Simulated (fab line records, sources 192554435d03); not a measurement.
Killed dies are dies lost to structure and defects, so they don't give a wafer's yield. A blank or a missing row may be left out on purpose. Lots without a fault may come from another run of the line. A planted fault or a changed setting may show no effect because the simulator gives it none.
Split-lot experiment | flow n5_finfet | 7 lots, 39 wafers read, on a route of 1938 steps

THE SPLIT
At N5_BEOL_M9_ETCH_66 (etches SOC in N2/H2, target depth 80 nm, overetch 16 nm, time 120 s), the setting target_depth_a was moved away from the recipe's 800 angstrom on 15 of the 39 wafers read, by -17.0% to +58.0%. The other wafers ran this setting at the recipe's value.

The reading is taken at the split's own step.

THE READING
SiARC_of_BEOL_M9_COAT_64.thk_nm (the simulator's own value, which no gauge read), in nm, at N5_BEOL_M9_ETCH_66 (etches SOC in N2/H2, target depth 80 nm, overetch 16 nm, time 120 s). The file gives no usual value for it. The 24 wafers here that ran the recipe average 6.4 nm, standard deviation 0.17 nm.

wafer  | tool, chamber at the split | target_depth_a as run, angstrom | against the recipe | SiARC_of_BEOL_M9_COAT_64.thk_nm, nm | against lot-mates on the recipe
L079.1 | rie_diel-05, 2             | 1179                            | +47.4%             | 4.4                                 | -2.1
L079.2 | rie_diel-05, 1             | 1179                            | +47.4%             | 4.2                                 | -2.3
L079.3 | rie_diel-05, 3             | 800                             | recipe             | 6.4                                 | -
L079.4 | rie_diel-05, 0             | 800                             | recipe             | 6.6                                 | -
L079.5 | rie_diel-05, 0             | 800                             | recipe             | 6.6                                 | -
L079.6 | rie_diel-05, 1             | 1179                            | +47.4%             | 4                                   | -2.5
L080.1 | rie_diel-04, 2             | 1264                            | +58.0%             | 3.6                                 | -2.7
L080.2 | rie_diel-04, 0             | 800                             | recipe             | 6.2                                 | -
L080.6 | rie_diel-04, 0             | 800                             | recipe             | 6.2                                 | -
L080.3 | rie_diel-04, 1             | 800                             | recipe             | 6.4                                 | -
L080.4 | rie_diel-04, 3             | 1264                            | +58.0%             | 4                                   | -2.3
L080.5 | rie_diel-04, 3             | 1264                            | +58.0%             | 3.8                                 | -2.5
L082.1 | rie_diel-04, 2,3           | 800                             | recipe             | 6.4                                 | -
L082.4 | rie_diel-04, 2,3           | 800                             | recipe             | 6.4                                 | -
L082.2 | rie_diel-04, 1             | 1149                            | +43.6%             | 4.4                                 | -1.9
L082.5 | rie_diel-04, 1             | 1149                            | +43.6%             | 4.4                                 | -1.9
L082.3 | rie_diel-04, 0             | 1149                            | +43.6%             | 4.2                                 | -2.1
L082.6 | rie_diel-04, 0             | 800                             | recipe             | 6.2                                 | -
L083.1 | rie_diel-05, 0             | 800                             | recipe             | 6.6                                 | -
L083.5 | rie_diel-05, 0             | 800                             | recipe             | 6.6                                 | -
L083.2 | rie_diel-05, 3,2,3         | 800                             | recipe             | 6.4                                 | -
L083.3 | rie_diel-05, 3,2,3         | 800                             | recipe             | 6.4                                 | -
L083.6 | rie_diel-05, 3,2,3         | 800                             | recipe             | 6.4                                 | -
L083.4 | rie_diel-05, 1             | 800                             | recipe             | 6.2                                 | -
L085.1 | rie_diel-04, 0,2           | 664.2                           | -17.0%             | 7                                   | +0.8
L085.6 | rie_diel-04, 0,2           | 664.2                           | -17.0%             | 7                                   | +0.8
L085.2 | rie_diel-04, 1,2,1         | 800                             | recipe             | 6.2                                 | -
L085.4 | rie_diel-04, 1,2,1         | 800                             | recipe             | 6.2                                 | -
L085.5 | rie_diel-04, 1,2,1         | 800                             | recipe             | 6.2                                 | -
L085.3 | rie_diel-04, 3             | 664.2                           | -17.0%             | 7.2                                 | +1.0
L092.1 | rie_diel-04, 2             | 980.6                           | +22.6%             | 5.4                                 | -0.9
L092.2 | rie_diel-04, 0,1           | 800                             | recipe             | 6.2                                 | -
L092.5 | rie_diel-04, 0,1           | 800                             | recipe             | 6.2                                 | -
L092.3 | rie_diel-04, 3             | 800                             | recipe             | 6.6                                 | -
L092.4 | rie_diel-04, 1             | 980.6                           | +22.6%             | 5                                   | -1.3
L092.6 | rie_diel-04, 0             | 980.6                           | +22.6%             | 5.2                                 | -1.1
L095.2 | rie_diel-06, 1             | 800                             | recipe             | 6.6                                 | -
L095.4 | rie_diel-06, 1             | 800                             | recipe             | 6.6                                 | -
L095.5 | rie_diel-06, 0             | 800                             | recipe             | 6.2                                 | -
Where a row lists several chambers, the file gives one row for several wafers and doesn't say which wafer went through which chamber.

THE FIT
A straight line over all 39 wafers: SiARC_of_BEOL_M9_COAT_64.thk_nm changes by -0.0453 nm for each +1% of target_depth_a; r = -0.99; the points scatter about the line by 0.17 nm.
The same after taking each lot's own level away (the mean of its wafers on the recipe; 39 wafers): -0.0459 nm for each +1%; r = -0.99; scatter 0.16 nm.
On that fit, the largest move of target_depth_a shifts the reading by 2.7 nm.
The lots' own levels span 6.20 to 6.53 nm, that is 2.0 times the standard deviation above.
So the lot-to-lot level changes the slope little: the two slopes agree.
Check: with one of the wafers moved furthest among these (+58.0%) left out of the fit, the line predicts -2.66 nm for it against its lot-mates. It came out at -2.67 nm against them.

OTHER SPLITS ON THESE WAFERS
These wafers also went through other splits before the reading. Each is held against what the fit with the lots' levels taken away leaves over:
other split on the same wafers | wafers away from the commonest value | r with SiARC_of_BEOL_M9_COAT_64.thk_nm (lot level and that fit taken away)
N5_BEOL_M7_ALD_77 ald_cycles   | 18                                   | -0.04

THE FILE'S OWN FIT
SiARC_of_BEOL_M9_COAT_64.thk_nm changes by -0.0459 nm for each +1% of target_depth_a, r = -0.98.
